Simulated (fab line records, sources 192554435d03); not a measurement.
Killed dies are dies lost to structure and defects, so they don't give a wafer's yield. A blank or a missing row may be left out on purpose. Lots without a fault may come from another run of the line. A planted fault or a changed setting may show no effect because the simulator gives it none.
fab line records | flow n5_finfet
record lots=8 wafers=24 last_day=18
route steps=1938 shown BEOL_M4@1111 BEOL_M13@1694 PASSIVATION@1936
lots that met no fault: from a run of the same line without faults
start_h: hours from the record's first day to the start of the lot's first wafer shown | wait_h: hours since the lot's step before | " the same as in the row above | L1.1+2: a row that stands for several wafers | - no value, or no start given | * or withheld: withheld | < > ~ a bound
route shown NAME@n: a module of which the file shows steps, and the number in the route of the first | usual: mean/standard deviation of fault-free wafers | same: alike in all rows | chamber/n: place in a boat | sites: the reading at each site | _std_site: their standard deviation | _edge_site: outer sites' mean less inner sites' | radius_mm: how far each site lies from the wafer's centre | mask NAME#n: copy n | behind: the tool/chamber that last shaped the wafer | hold: why the lot was held/for how many hours/how that ended | device: the transistor (n, p or np) that didn't switch | end of line: the same wafers' tests at the end of the route | a step without rows: its recipe alone | killed: dies lost to structure and defects at the first sort, not the wafer's yield | map: a wafer's dies, x killed, . not, _ none there
set.NAME: the setting as run; set.NAME@STEP: as run at that earlier step | model.NAME: the simulator's own value behind a step, which no gauge read
steps of the route over a sample of lots; a table a step, a row a wafer
services: from which hour (start_h, from the record's first day; less than 0 if before it) a tool's chamber was out of use, for how many hours, and why
## steps
# step N5_BEOL_M4_RC_MEAS_101
# usual DIBL_N=35.9/1.4 DIBL_P=35.9/1.7 IOFF_N=0.160/0.026 IOFF_P=0.21/0.036 ION_N=672/11 ION_P=461/8.1 SS_N=71.4/0.54 SS_P=73.2/0.67 VT_N=249.3/2.7 VT_P=-250/3.9
# columns lot.wafer tool chamber start_h wait_h DIBL_N[mV/V] DIBL_P[mV/V] IOFF_N[nA/um] IOFF_P[nA/um] ION_N[uA/um] ION_P[uA/um] SS_N[mV/dec] SS_P[mV/dec] VT_N[mV] VT_P[mV]
L296.1 prober-01 0 172.90 0.0 34.3 33.6 0.129 0.19 660 462 71.6 72.8 250.5 -248
L296.4 " 0 " " 38.8 39.7 0.233 0.29 687 468 72.8 74.8 243.2 -244
L296.5 " 0 " " 36.5 35.2 0.155 0.22 672 457 72.1 73.3 251.0 -247
L298.1 prober-02 0 196.80 0.0 36.3 36.2 0.161 0.22 674 462 71.1 74.1 249.6 -247
L298.2 " 0 " " 38.0 39.1 0.208 0.28 682 465 72.0 73.7 246.3 -248
L298.4 " 0 " " 36.7 35.7 0.169 0.21 674 454 71.8 73.2 250.4 -247
L307.1 prober-02 0 250.04 0.0 38.3 39.4 0.204 0.25 676 464 72.0 73.9 243.8 -250
L307.2 " 0 " " 35.8 36.3 0.158 0.20 686 466 71.6 72.9 248.7 -250
L307.5 " 0 " " 36.1 36.8 0.169 0.21 687 463 71.7 72.5 245.5 -251
L308.2 prober-01 0 250.47 0.2 37.2 37.7 0.182 0.26 679 476 71.4 73.8 245.9 -247
L308.4 " 0 " " 33.9 32.7 0.125 0.18 672 458 71.0 72.8 253.8 -249
L308.6 " 0 " " 36.1 35.5 0.163 0.21 674 461 71.4 73.1 249.0 -250
L310.2 prober-02 0 255.08 0.2 34.8 35.3 0.136 0.16 656 454 71.0 73.2 249.6 -255
L310.4 " 0 " " 34.5 34.6 0.142 0.16 669 453 70.9 73.3 250.4 -254
L310.6 " 0 " " 34.4 35.7 0.152 0.17 681 458 71.0 72.9 247.1 -254
L316.2 prober-02 0 291.75 0.2 40.2 39.1 0.228 0.27 677 468 72.5 74.4 246.0 -248
L316.4 " 0 " " 35.4 34.9 0.132 0.19 672 462 70.7 72.5 252.0 -254
L316.5 " 0 " " 37.4 37.0 0.165 0.22 682 465 71.2 73.3 247.7 -249
L315.1 prober-02 0 309.35 0.0 36.1 34.4 0.142 0.15 664 450 70.9 72.8 249.5 -258
L315.3 " 0 " " 37.1 36.0 0.142 0.17 643 441 71.9 73.1 253.3 -254
L315.6 " 0 " " 37.0 36.6 0.158 0.18 674 450 71.8 73.2 248.2 -255
L318.1 prober-02 0 316.26 0.0 36.1 36.2 0.149 0.18 665 456 71.0 72.9 252.6 -253
L318.4 " 0 " " 35.0 35.4 0.136 0.17 678 459 70.9 73.7 253.1 -255
L318.6 " 0 " " 38.2 39.4 0.190 0.24 675 462 71.5 74.2 249.5 -248
# step N5_BEOL_M13_ETCH_68
# recipe chemistry=N2/H2 target=SOC mask_material=SiARC source_w=3000 bias_w=350 temp_c=40 time_s=355 ion_energy_ev=200 pressure_mtorr=30 n2_flow_sccm=200 h2_flow_sccm=200
# usual drypump_motor_current_A=5.8/0.48 h2_flow_sccm=200.1/0.58 n2_flow_sccm=200.0/0.63 oes_product_au=0.77/0.084 rf_vpp_V=524.8/2.2 showerhead_plenum_p_Torr=2.58/0.075 throttle_valve_pct=17.74/0.27
# same time_s=355
# columns lot.wafer tool chamber start_h wait_h drypump_motor_current_A h2_flow_sccm n2_flow_sccm oes_product_au rf_hours_counter_h rf_vpp_V showerhead_plenum_p_Torr throttle_valve_pct
L296.1 rie_diel-04 2 245.78 0.1 5.8 200.5 199.8 0.71 173 526.2 2.62 18.01
L296.4 " 3 " " 5.7 200.4 198.8 0.96 14 524.6 2.62 17.27
L296.5 " 2 " " 5.7 200.0 200.7 0.72 - 527.2 2.62 18.03
L298.1 rie_diel-04 2 265.36 0.1 5.7 201.0 199.9 0.71 179 525.6 2.62 18.03
L298.2 " 3 " " 5.7 199.9 199.2 0.95 20 525.7 2.62 17.26
L298.4 " 2 " " 5.7 199.1 200.9 0.72 - 526.0 2.62 18.04
L307.1 rie_diel-03 2 313.98 0.1 5.0 199.4 201.3 0.76 143 523.3 2.53 17.83
L307.2 " 1 " " 6.0 200.5 199.7 0.71 210 520.4 2.40 17.91
L307.5 " 0 " " 5.9 199.1 200.0 0.73 - 524.4 2.53 17.90
L308.2 rie_diel-02 1 319.44 0.1 5.4 199.4 198.9 0.79 110 524.5 2.56 17.48
L308.4 " 3 " " 6.6 200.0 200.1 0.84 75 528.2 2.69 17.71
L308.6 " 3 " " 6.6 200.9 200.0 0.85 - 528.1 2.69 17.70
L310.2 rie_diel-02 3 321.76 0.1 6.6 200.0 200.7 0.84 76 527.9 2.69 17.73
L310.4 " 1 " " 5.4 199.5 199.3 0.79 111 524.9 2.56 17.50
L310.6 " 3 " " 6.5 200.2 200.8 0.85 - 527.2 2.69 17.73
L316.2 rie_diel-02 0 370.09 0.1 5.1 199.8 200.2 0.95 7 520.9 2.49 17.72
L316.4 " 3 " " 6.6 200.0 199.3 0.82 92 527.7 2.68 17.73
L316.5 " 1 " " 5.4 199.9 198.5 0.78 - 524.7 2.55 17.51
L315.1 rie_diel-04 2 390.86 0.1 5.7 200.7 200.2 0.70 208 525.8 2.61 18.07
L315.3 " 0 " " 5.6 200.8 199.8 0.68 236 521.9 2.48 18.04
L315.6 " 0 " " 5.6 201.3 200.4 0.69 - 524.2 2.49 18.05
L318.1 rie_diel-04 2 396.25 0.1 5.7 200.2 199.7 0.70 210 525.8 2.61 18.08
L318.4 " 3 " " 5.7 199.3 200.3 0.89 49 525.5 2.60 17.31
L318.6 " 1 " " 6.3 199.3 200.3 0.70 - 524.5 2.61 17.58
# step N5_BEOL_M13_TRENCH_ETCH_34
# recipe chemistry=C4F8/O2/Ar target=SiOC target_depth_a=4134.7 mask_material=SOC pressure_mtorr=30 source_w=3000 bias_w=700 Ar_flow_sccm=400 C4F8_flow_sccm=15 O2_flow_sccm=8 he_inner_torr=15 he_outer_torr=30 time_s=162.6 ion_energy_ev=250
# usual drypump_motor_current_A=5.8/0.48 he_outer_torr=30.01/0.06 oes_product_au=0.77/0.084 rf_vpp_V=666.7/2.5 showerhead_plenum_p_Torr=3.46/0.087 throttle_valve_pct=24.2/0.4
# same time_s=162.6
# columns lot.wafer tool chamber start_h wait_h drypump_motor_current_A he_outer_torr oes_product_au rf_hours_counter_h rf_vpp_V showerhead_plenum_p_Torr throttle_valve_pct
L296.1 rie_diel-04 2 246.00 0.0 5.7 29.99 0.72 173 669.0 3.54 24.6
L296.4 " 3 " " 5.7 29.87 0.96 14 666.0 3.46 23.4
L296.5 " 2 " " 5.7 30.00 0.72 - 669.7 3.54 24.6
L298.1 rie_diel-04 2 265.59 0.0 5.7 29.98 0.72 179 669.6 3.54 24.6
L298.2 " 3 " " 5.7 29.99 0.96 20 666.8 3.46 23.5
L298.4 " 2 " " 5.7 30.01 0.72 - 668.5 3.54 24.6
L307.1 rie_diel-03 2 314.20 0.0 5.0 29.90 0.76 143 664.3 3.41 24.3
L307.2 " 1 " " 6.0 29.97 0.72 211 661.8 3.25 24.4
L307.5 " 0 " " 5.9 30.01 0.74 - 664.9 3.40 24.3
L308.2 rie_diel-02 1 319.66 0.0 5.4 29.97 0.79 110 665.6 3.42 23.8
L308.4 " 3 " " 6.5 30.10 0.84 75 669.8 3.60 24.2
L308.6 " 3 " " 6.6 30.04 0.84 - 670.9 3.60 24.1
L310.2 rie_diel-02 3 321.98 0.0 6.6 30.11 0.83 77 669.8 3.59 24.2
L310.4 " 1 " " 5.4 29.97 0.79 111 666.7 3.42 23.8
L310.6 " 3 " " 6.6 30.13 0.84 - 669.5 3.59 24.2
L316.2 rie_diel-02 0 370.31 0.0 5.1 30.11 0.94 7 663.4 3.36 24.3
L316.4 " 3 " " 6.5 30.01 0.81 92 671.4 3.59 24.2
L316.5 " 1 " " 5.4 29.99 0.77 - 665.5 3.41 23.9
L315.1 rie_diel-04 2 391.09 0.0 5.7 30.00 0.70 208 668.7 3.52 24.7
L315.3 " 0 " " 5.6 29.98 0.68 236 663.9 3.39 24.7
L315.6 " 0 " " 5.6 29.98 0.69 - 662.9 3.39 24.7
L318.1 rie_diel-04 2 396.47 0.0 5.7 29.91 0.70 210 667.7 3.52 24.6
L318.4 " 3 " " 5.7 29.97 0.89 49 667.4 3.44 23.5
L318.6 " 1 " " 6.3 30.02 0.70 - 668.2 3.50 23.9
# step N5_BEOL_M13_SPUTTER_43
# recipe material=TaN target_thk_a=150 temp_c=50 bias_v=168.6 power_w=15000 chamber_pressure_pa=0.12 time_s=24.19
# usual bias_v=168.7/1.6 cathode_dc_power_W=15000/2.9 throttle_valve_pct=30.1/1.3
# same time_s=24.19
# columns lot.wafer tool chamber start_h wait_h bias_v cathode_dc_power_W throttle_valve_pct
L296.1 pvd_sputter-02 - 246.97 0.0 169.8 14998 28.9
L296.4 " - " " 169.3 15000 28.5
L296.5 " - " " 170.2 14998 32.8
L298.1 pvd_sputter-02 - 267.61 0.0 172.6 14996 31.0
L298.2 " - " " 167.5 15002 28.6
L298.4 " - " " 169.8 14998 29.1
L307.1 pvd_sputter-02 - 315.96 0.0 167.9 15001 32.2
L307.2 " - " " 170.3 14999 29.2
L307.5 " - " " 167.6 15001 28.5
L308.2 pvd_sputter-02 - 324.01 0.0 168.4 15002 32.7
L308.4 " - " " 171.2 14999 31.2
L308.6 " - " " 167.3 15004 32.5
L310.2 pvd_sputter-02 - 324.79 0.0 168.4 15001 30.8
L310.4 " - " " 168.0 15001 29.0
L310.6 " - " " 168.6 14997 32.5
L316.2 pvd_sputter-01 - 371.38 0.0 169.6 15003 29.8
L316.4 " - " " 167.6 14996 29.2
L316.5 " - " " 168.7 14999 29.9
L315.1 pvd_sputter-03 - 392.28 0.0 166.0 14996 31.7
L315.3 " - " " 169.5 14998 30.8
L315.6 " - " " 168.3 15001 27.8
L318.1 pvd_sputter-02 - 403.80 0.0 168.9 15002 31.0
L318.4 " - " " 167.9 15007 32.4
L318.6 " - " " 169.4 15002 31.0
# step N5_BEOL_M13_SPUTTER_44
# recipe material=Ta target_thk_a=100 temp_c=50 bias_v=80 power_w=15000 chamber_pressure_pa=0.07 time_s=16.13
# usual bias_v=80.0/0.8 cathode_dc_power_W=15000/2.3 throttle_valve_pct=30.1/1.4 time_s=16.13/0
# columns lot.wafer tool chamber start_h wait_h bias_v cathode_dc_power_W throttle_valve_pct time_s
L296.1 pvd_sputter-02 - 247.05 0.0 81.0 15001 29.3 16.13
L296.4 " - " " 79.7 15000 28.6 16.13
L296.5 " - " " 79.9 14995 32.5 16.13
L298.1 pvd_sputter-02 - 267.69 0.0 81.1 15002 31.0 16.13
L298.2 " - " " 79.3 15000 28.4 16.13
L298.4 " - " " 80.6 15003 28.9 16.13
L307.1 pvd_sputter-02 - 316.04 0.0 - - - -
L307.2 " - " " - - - -
L307.5 " - " " - - - -
L308.2 pvd_sputter-02 - 324.09 0.0 - - - -
L308.4 " - " " - - - -
L308.6 " - " " - - - -
L310.2 pvd_sputter-02 - 324.87 0.0 - - - -
L310.4 " - " " - - - -
L310.6 " - " " - - - -
L316.2 pvd_sputter-01 - 371.46 0.0 79.5 15000 29.6 16.13
L316.4 " - " " 79.7 15003 29.2 16.13
L316.5 " - " " 80.9 15000 29.7 16.13
L315.1 pvd_sputter-03 - 392.36 0.0 80.7 15001 31.4 16.13
L315.3 " - " " 78.9 14999 30.9 16.13
L315.6 " - " " 79.6 15002 27.8 16.13
L318.1 pvd_sputter-02 - 403.88 0.0 80.1 15003 31.0 16.13
L318.4 " - " " 80.7 15004 32.6 16.13
L318.6 " - " " 80.0 15000 31.0 16.13
# step N5_BEOL_M13_CMP_49
# recipe stop_on=SiOC t_overpolish_s=17.1 down_force_psi=1 platen_rpm=50 clearing_platen_down_force_psi=1.5 clearing_platen_rpm=50 post_cmp_clean=cu_alkaline target_thk_nm=420 clearing_platen_pad_velocity_m_s=0.99484 pad_velocity_m_s=0.99484
# usual barrier_field_endpoint_s=30.5/0.85 clearing_platen_rpm=50.000/0.026 motor_current_A=5.9/0.77
# columns lot.wafer tool chamber start_h wait_h barrier_field_endpoint_s clearing_platen_rpm motor_current_A
L296.4 cmp-04 0 247.83 0.1 31.4 49.985 4.7
L296.1 " 3 " " 31.3 50.003 4.9
L296.5 " 0 " " 31.5 49.979 5.1
L298.1 cmp-01 0 268.38 0.3 30.4 49.995 6.4
L298.2 " 1 " " 30.1 49.958 5.5
L298.4 " 3 " " 29.7 50.008 5.6
L307.2 cmp-04 0 316.70 0.2 18.5 49.972 5.1
L307.1 " 1 " " 18.0 50.034 6.6
L307.5 " 1 " " 18.3 49.964 6.6
L308.2 cmp-01 1 324.75 0.2 18.4 49.955 5.3
L308.4 " 0 " " 18.1 50.005 6.2
L308.6 " 2 " " 17.8 50.035 5.3
L310.4 cmp-04 2 325.53 0.1 18.6 50.001 6.8
L310.2 " 1 " " 18.3 50.007 6.5
L310.6 " 3 " " 19.3 50.015 4.9
L316.2 cmp-02 3 372.19 0.3 28.9 49.973 6.0
L316.4 " 0 " " 29.7 49.959 7.3
L316.5 " 1 " " 30.3 50.012 5.9
L315.1 cmp-01 1 393.20 0.3 30.6 50.005 5.3
L315.3 " 2 " " 29.4 50.000 5.7
L315.6 " 0 " " 30.8 49.995 6.3
L318.1 cmp-01 2 404.60 0.3 30.4 49.994 5.5
L318.4 " 0 " " 31.0 50.037 6.3
L318.6 " 2 " " 29.6 50.023 6.0
# step N5_PASSIVATION_PROBE_49
# usual defect_limited_yield=90.9/1.5 killed_at_M0_to_M3=35/10 killed_at_M4_up=14/5.2 killed_at_contacts=13/7.3 killed_at_front_end=42/12 killed_at_other=3.4/2.5 killed_dies=108/18 killed_on_rim=14/4.2 killed_open=70/13 killed_short=35/8 sort_bin_4_leakage=0.00/0.007 sort_bin_5_function=5.4/1 sort_bin_6_memory=3.4/0.71 sort_bin_8_speed=0.00/0.0099 sort_n_pass=1072/18
# same gross_dies=1180 killed_at_back_side=0
# columns lot.wafer tool chamber start_h wait_h defect_limited_yield[%] killed_at_M0_to_M3 killed_at_M4_up killed_at_contacts killed_at_front_end killed_at_other killed_dies killed_on_rim killed_open killed_short sort_bin_4_leakage[%] sort_bin_5_function[%] sort_bin_6_memory[%] sort_bin_8_speed[%] sort_n_pass
L296.1 prober-01 - 272.13 0.0 91.6 34 13 16 31 5 99 17 52 43 0 4.5 3.6 0 1081
L296.4 prober-01 - 272.28 0.2 90.9 43 9 14 39 2 107 20 58 41 0.08 4.7 3.6 0 1072
L296.5 prober-01 - 272.33 0.2 92.6 27 11 7 34 8 87 8 55 28 0 4.3 2.5 0 1093
L298.1 prober-02 - 294.98 0.0 91.2 61 15 7 21 0 104 14 62 40 0 5.2 3.3 0 1076
L298.2 prober-02 - 295.03 0.1 91.6 35 11 11 37 5 99 13 57 37 0 5.3 2.5 0 1081
L298.4 prober-02 - 295.13 0.2 93.2 23 18 3 36 0 80 14 61 15 0 4.1 2.6 0 1100
L307.1 prober-01 - 346.29 0.0 82.2 33 137 5 30 5 210 12 73 22 0 13.6 3.5 0 970
L307.2 prober-01 - 346.34 0.1 81.9 48 113 12 36 4 213 60 67 52 0 13.4 4.0 0 967
L307.5 prober-01 - 346.49 0.2 80.1 36 136 10 43 10 235 48 85 46 0 16.2 3.1 0 945
L310.2 prober-02 - 361.47 0.1 82.8 31 132 8 31 1 203 13 61 20 0 13.8 3.2 0 977
L310.4 prober-02 - 361.57 0.2 79.3 42 118 10 68 6 244 56 98 40 0 15.9 4.4 0 936
L310.6 prober-02 - 361.67 0.3 81.7 32 119 19 43 3 216 10 77 32 0 13.6 4.0 0 964
L308.2 prober-01 - 366.40 0.1 83.9 18 116 13 37 6 190 16 54 33 0 12.8 2.6 0.08 990
L308.4 prober-01 - 366.50 0.2 82.3 13 109 30 53 4 209 16 69 38 0 13.6 3.8 0.08 971
L308.6 prober-01 - 366.60 0.3 85.2 14 107 8 38 8 175 7 50 22 0 11.6 2.7 0.25 1005
L316.2 prober-01 - 404.13 0.1 92.3 22 9 13 45 2 91 13 64 26 0 4.1 3.3 0 1089
L316.4 prober-01 - 404.23 0.2 93.9 18 14 18 21 1 72 11 47 23 0 3.5 2.5 0 1108
L316.5 prober-01 - 404.28 0.2 90.5 24 13 26 48 1 112 13 70 39 0 5.2 4.0 0 1068
L315.1 prober-01 - 425.81 0.0 88.6 41 23 13 55 2 134 20 85 45 0 5.6 5.1 0 1046
L315.3 prober-01 - 425.91 0.1 88.1 55 18 9 57 1 140 19 103 34 0 7.6 3.9 0 1040
L315.6 prober-01 - 426.06 0.3 87.5 38 18 12 78 1 147 23 90 55 0 7.5 4.7 0 1033
L318.1 prober-02 - 429.93 0.0 91.4 33 6 12 47 3 101 11 70 31 0 4.9 3.1 0 1079
L318.4 prober-02 - 430.08 0.2 90.6 34 12 22 42 1 111 11 72 37 0 5.2 4.0 0.08 1069
L318.6 prober-02 - 430.18 0.3 88.5 36 17 42 36 5 136 12 94 41 0 7.5 3.8 0 1044
# killed by level:class
L296.1 BEOL_M0_SAQP:geometric_particle:short=12 MOL_CONTACT_COAG:geometric_particle:open=10 DUMMY_GATE:geometric_particle:open=9 BEOL_M1:geometric_particle:open=6 FIN_SAQP:geometric_particle:short=5 MOL_CONTACT_COAG:geometric_particle:short=5 BEOL_M4:geometric_particle:open=5 STARTING-WAFER:geometric_particle:short=5
L296.4 BEOL_M1:geometric_particle:open=12 MOL_CONTACT_COAG:geometric_particle:open=11 BEOL_M0_SAQP:geometric_particle:short=10 FIN_SAQP:geometric_particle:short=9 BEOL_M1:geometric_particle:short=7 BEOL_M0_SAQP:geometric_particle:open=6 BEOL_M2:geometric_particle:open=5 HKMG_FIN:area_etch=5
L296.5 GATE_CUT:geometric_particle:open=9 BEOL_M0_SAQP:geometric_particle:open=7 BEOL_M0:geometric_particle:open=7 GATE_CUT:geometric_particle:short=6 MOL_CONTACT_COAG:geometric_particle:open=6 STI_FIN_REVEAL:geometric_particle:open=5 BEOL_M0_SAQP:geometric_particle:short=3 BEOL_M1:geometric_particle:open=3
L298.1 BEOL_M0_SAQP:geometric_particle:short=21 BEOL_M0_SAQP:geometric_particle:open=17 BEOL_M2:geometric_particle:open=11 MOL_CONTACT_COAG:geometric_particle:open=7 GATE_CUT:geometric_particle:open=5 BEOL_M4:geometric_particle:open=5 FIN_SAQP:geometric_particle:short=4 BEOL_M2:geometric_particle:short=4
L298.2 BEOL_M0_SAQP:geometric_particle:short=13 BEOL_M0_SAQP:geometric_particle:open=9 MOL_CONTACT_COAG:geometric_particle:open=8 FIN_SAQP:geometric_particle:open=7 FIN_SAQP:geometric_particle:short=6 GATE_CUT:geometric_particle:open=5 GATE_CUT:geometric_particle:short=5 STI_FIN_REVEAL:geometric_particle:open=4
L298.4 FIN_SAQP:geometric_particle:open=11 BEOL_M0_SAQP:geometric_particle:open=8 BEOL_M4:geometric_particle:open=8 STI_FIN_REVEAL:geometric_particle:open=5 BEOL_M2:geometric_particle:open=5 STARTING-WAFER:geometric_particle:open=5 FIN_SAQP:geometric_particle:short=4 DUMMY_GATE:geometric_particle:open=4
L307.1 BEOL_M13:area_sputter=107 BEOL_M4:geometric_particle:open=14 STI_FIN_REVEAL:geometric_particle:open=7 BEOL_M1:geometric_particle:open=6 BEOL_M3:geometric_particle:open=6 DUMMY_GATE:geometric_particle:open=5 MOL_CONTACT_COAG:geometric_particle:open=5 BEOL_M0_SAQP:geometric_particle:short=5
L307.2 BEOL_M13:area_sputter=90 BEOL_M3:geometric_particle:open=13 BEOL_M4:geometric_particle:open=12 FIN_SAQP:geometric_particle:short=11 MOL_CONTACT_COAG:geometric_particle:open=8 BEOL_M0_SAQP:geometric_particle:short=7 BEOL_M4:geometric_particle:short=6 BEOL_M0:geometric_particle:short=6
L307.5 BEOL_M13:area_sputter=100 BEOL_M4:geometric_particle:open=24 BEOL_M2:geometric_particle:open=10 PASS1_CAP:geometric_particle:short=8 FIN_SAQP:geometric_particle:short=7 MOL_CONTACT_COAG:geometric_particle:open=7 STI_FIN_REVEAL:geometric_particle:open=7 DUMMY_GATE:geometric_particle:open=7
L310.2 BEOL_M13:area_sputter=122 BEOL_M2:geometric_particle:open=15 FIN_SAQP:geometric_particle:short=6 STI_FIN_REVEAL:geometric_particle:open=6 MOL_CONTACT_COAG:geometric_particle:open=6 FIN_SAQP:geometric_particle:open=5 BEOL_M3:geometric_particle:open=5 STARTING-WAFER:geometric_particle:open=4
L310.4 BEOL_M13:area_sputter=104 FIN_SAQP:geometric_particle:open=15 BEOL_M0_SAQP:geometric_particle:open=13 BEOL_M0_SAQP:geometric_particle:short=13 STI_FIN_REVEAL:geometric_particle:open=11 FIN_SAQP:geometric_particle:short=10 DUMMY_GATE:geometric_particle:open=10 MOL_CONTACT_COAG:geometric_particle:open=9
L310.6 BEOL_M13:area_sputter=103 STI_FIN_REVEAL:geometric_particle:open=13 MOL_CONTACT_COAG:geometric_particle:open=13 BEOL_M0_SAQP:geometric_particle:open=10 FIN_SAQP:geometric_particle:open=9 BEOL_M4:geometric_particle:open=8 FIN_SAQP:geometric_particle:short=6 BEOL_M0_SAQP:geometric_particle:short=6
L308.2 BEOL_M13:area_sputter=98 FIN_SAQP:geometric_particle:short=9 FIN_SAQP:geometric_particle:open=8 STI_FIN_REVEAL:geometric_particle:open=8 MOL_CONTACT_COAG:geometric_particle:short=7 BEOL_M4:geometric_particle:open=7 MOL_CONTACT_COAG:geometric_particle:open=6 BEOL_M0_SAQP:geometric_particle:short=5
L308.4 BEOL_M13:area_sputter=98 MOL_CONTACT_COAG:geometric_particle:open=27 FIN_SAQP:geometric_particle:short=12 STI_FIN_REVEAL:geometric_particle:open=11 FIN_SAQP:geometric_particle:open=9 BEOL_M0_SAQP:geometric_particle:short=5 STI_FIN_REVEAL:geometric_particle:short=4 STARTING-WAFER:geometric_particle:open=4
L308.6 BEOL_M13:area_sputter=97 STI_FIN_REVEAL:geometric_particle:open=17 DUMMY_GATE:geometric_particle:open=8 MOL_CONTACT_COAG:geometric_particle:open=7 BEOL_M0_SAQP:geometric_particle:open=3 BEOL_M0:geometric_particle:short=3 BEOL_M1:geometric_particle:open=3 MIM_TOP:geometric_particle:short=3
L316.2 MOL_CONTACT_COAG:geometric_particle:open=11 FIN_SAQP:geometric_particle:open=8 GATE_CUT:geometric_particle:short=7 STI_FIN_REVEAL:geometric_particle:open=6 BEOL_M0_SAQP:geometric_particle:open=6 BEOL_M3:geometric_particle:open=6 ILD0:geometric_particle:open=5 GATE_CUT:geometric_particle:open=5
L316.4 MOL_CONTACT_COAG:geometric_particle:open=12 MOL_CONTACT_COAG:geometric_particle:short=6 STI_FIN_REVEAL:geometric_particle:open=5 BEOL_M2:geometric_particle:open=4 BEOL_M4:geometric_particle:open=4 FIN_SAQP:geometric_particle:short=3 BEOL_M8:geometric_particle:open=3 BEOL_M1:geometric_particle:open=3
L316.5 MOL_CONTACT_COAG:geometric_particle:open=17 STI_FIN_REVEAL:geometric_particle:open=14 MOL_CONTACT_COAG:geometric_particle:short=9 BEOL_M3:geometric_particle:open=9 FIN_SAQP:geometric_particle:short=6 BEOL_M2:geometric_particle:open=6 FIN_SAQP:geometric_particle:open=5 DUMMY_GATE:geometric_particle:short=5
L315.1 FIN_SAQP:geometric_particle:short=11 FIN_SAQP:geometric_particle:open=11 MOL_CONTACT_COAG:geometric_particle:open=11 STI_FIN_REVEAL:geometric_particle:open=10 BEOL_M4:geometric_particle:open=10 GATE_CUT:geometric_particle:short=8 BEOL_M2:geometric_particle:open=7 BEOL_M0_SAQP:geometric_particle:open=6
L315.3 BEOL_M2:geometric_particle:open=20 STI_FIN_REVEAL:geometric_particle:open=18 FIN_SAQP:geometric_particle:open=10 BEOL_M4:geometric_particle:open=10 BEOL_M0:geometric_particle:open=7 MOL_CONTACT_COAG:geometric_particle:open=7 BEOL_M3:geometric_particle:open=6 GATE_CUT:geometric_particle:short=6
L315.6 STI_FIN_REVEAL:geometric_particle:open=20 FIN_SAQP:geometric_particle:open=14 GATE_CUT:geometric_particle:short=14 BEOL_M2:geometric_particle:open=9 BEOL_M4:geometric_particle:open=9 FIN_SAQP:geometric_particle:short=8 MOL_CONTACT_COAG:geometric_particle:open=8 BEOL_M0_SAQP:geometric_particle:short=7
L318.1 STI_FIN_REVEAL:geometric_particle:open=16 BEOL_M0_SAQP:geometric_particle:open=11 BEOL_M0_SAQP:geometric_particle:short=11 MOL_CONTACT_COAG:geometric_particle:open=10 FIN_SAQP:geometric_particle:open=9 BEOL_M3:geometric_particle:open=5 STARTING-WAFER:geometric_particle:open=4 FIN_SAQP:geometric_particle:short=3
L318.4 MOL_CONTACT_COAG:geometric_particle:open=21 FIN_SAQP:geometric_particle:open=10 STI_FIN_REVEAL:geometric_particle:open=10 BEOL_M0_SAQP:geometric_particle:short=9 BEOL_M0:geometric_particle:open=7 BEOL_M0_SAQP:geometric_particle:open=4 STARTING-WAFER:geometric_particle:short=4 FIN_SAQP:geometric_particle:short=3
L318.6 MOL_CONTACT_COAG:geometric_particle:open=38 STI_FIN_REVEAL:geometric_particle:open=13 BEOL_M0_SAQP:geometric_particle:short=11 BEOL_M0_SAQP:geometric_particle:open=8 FIN_SAQP:geometric_particle:open=6 BEOL_M2:geometric_particle:open=5 BEOL_M4:geometric_particle:open=5 FIN_SAQP:geometric_particle:short=4
## services
# columns tool chamber start_h hours kind
rie_diel-03 0 236.50 2.5 repair
cmp-02 - 251.11 4.0 pm
cmp-02 - 255.11 - consumable_replace:conditioner
cmp-01 - 256.07 10.5 repair
rie_diel-04 1 264.02 3.2 repair
cmp-04 - 265.44 5.6 pm
rie_diel-02 1 266.25 1.6 repair
pvd_sputter-01 - 297.03 20.4 repair
rie_diel-04 - 301.12 28.1 pm
cmp-04 - 302.21 1.7 repair
cmp-02 - 303.99 1.4 repair
rie_diel-02 0 307.62 3.9 repair
rie_diel-02 0 333.52 - clean
rie_diel-02 0 333.52 - consumable_replace:focus_ring
rie_diel-02 0 333.52 15.5 scheduled_down
rie_diel-02 0 333.52 15.5 vent_cycle
pvd_sputter-02 - 335.00 4.1 repair
cmp-02 - 347.15 3.7 repair
rie_diel-03 3 356.86 1.3 repair
cmp-01 - 358.16 0.3 repair
cmp-02 - 363.15 1.5 repair
cmp-01 - 377.67 0.8 repair
rie_diel-02 - 385.55 2.8 pm
cmp-01 - 399.24 2.6 repair
## key
first_sign step=N5_BEOL_M13_SPUTTER_44 reading=tool_record direction=missing
effect step=N5_BEOL_M13_CMP_49 reading=barrier_field_endpoint_s direction=down sigmas=14 usual=30.5 struck=18.4
effect step=N5_PASSIVATION_PROBE_49 reading=killed_at_M4_up direction=up sigmas=20 usual=14 struck=121
more_kills_born_at N5_BEOL_M13_SPUTTER_44@pvd_sputter-02=923
met_at N5_BEOL_M13_SPUTTER_44
struck_lots L307,L308,L310
not_acting_at N5_BEOL_M13_ETCH_68,N5_BEOL_M13_TRENCH_ETCH_34,N5_BEOL_M13_SPUTTER_43
onset_between 267.69 316.04
fault kind=skipped_step_whole tool=pvd_sputter-02 chamber=- onset_h=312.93 steps=N5_BEOL_M13_SPUTTER_44 scope=struck_lots_only
